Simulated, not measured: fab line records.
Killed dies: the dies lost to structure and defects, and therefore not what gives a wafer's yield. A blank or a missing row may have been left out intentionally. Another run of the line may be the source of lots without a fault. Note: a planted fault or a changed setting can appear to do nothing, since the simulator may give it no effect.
Chamber matching    flow n5-finfet    cvd-co-02 running N5_BEOL_M5_CO_CAP_78: 3 sister chambers
The step material Co, precursor CCTBA/H2, target thk 2 nm, time 102.1 s. 3 wafers are shown with their chamber, then 10 later ones without.

== EACH WAFER AND ITS CHAMBER ==
wafer   chamber  heater-power-w (W)
L089.6  0        249
L090.1  1        242
L090.5  2        294

== WAFERS MISSING THEIR CHAMBER ==
wafer   heater-power-w (W)
L090.6  245
L094.1  247
L094.3  249
L094.4  248
L091.1  236
L091.2  257
L091.4  239
L096.2  246
L096.4  245
L096.6  251

== CHAMBER TAKEN BY EACH ==
wafer   from the rows above      in truth
L090.6  can't be placed: 1 or 0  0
L094.1  can't be placed: 0 or 1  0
L094.3  can't be placed: 0 or 1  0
L094.4  can't be placed: 0 or 1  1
L091.1  can't be placed: 1 or 0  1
L091.2  can't be placed: 0 or 1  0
L091.4  can't be placed: 1 or 0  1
L096.2  can't be placed: 0 or 1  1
L096.4  can't be placed: 1 or 0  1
L096.6  can't be placed: 0 or 1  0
Correctly placed: 0 of 10. Can't be placed from these rows: 10 (the true chamber is among the candidates in 10). 0 placed wrongly.
How it was worked out, from the rows above alone: a wafer's distance from a chamber is the root of the sum, over the readings, of the square of ((its reading less the chamber's mean) divided by the reading's scatter). If the next closest chamber is less than 2 further off than the closest, the wafer can't be placed; otherwise it belongs to the closest. For every chamber, the mean is computed from those of its wafers that are shown. The scatter: with one shown wafer a chamber, the root of the mean of the squares of how far each hidden wafer lies from its nearest shown one.
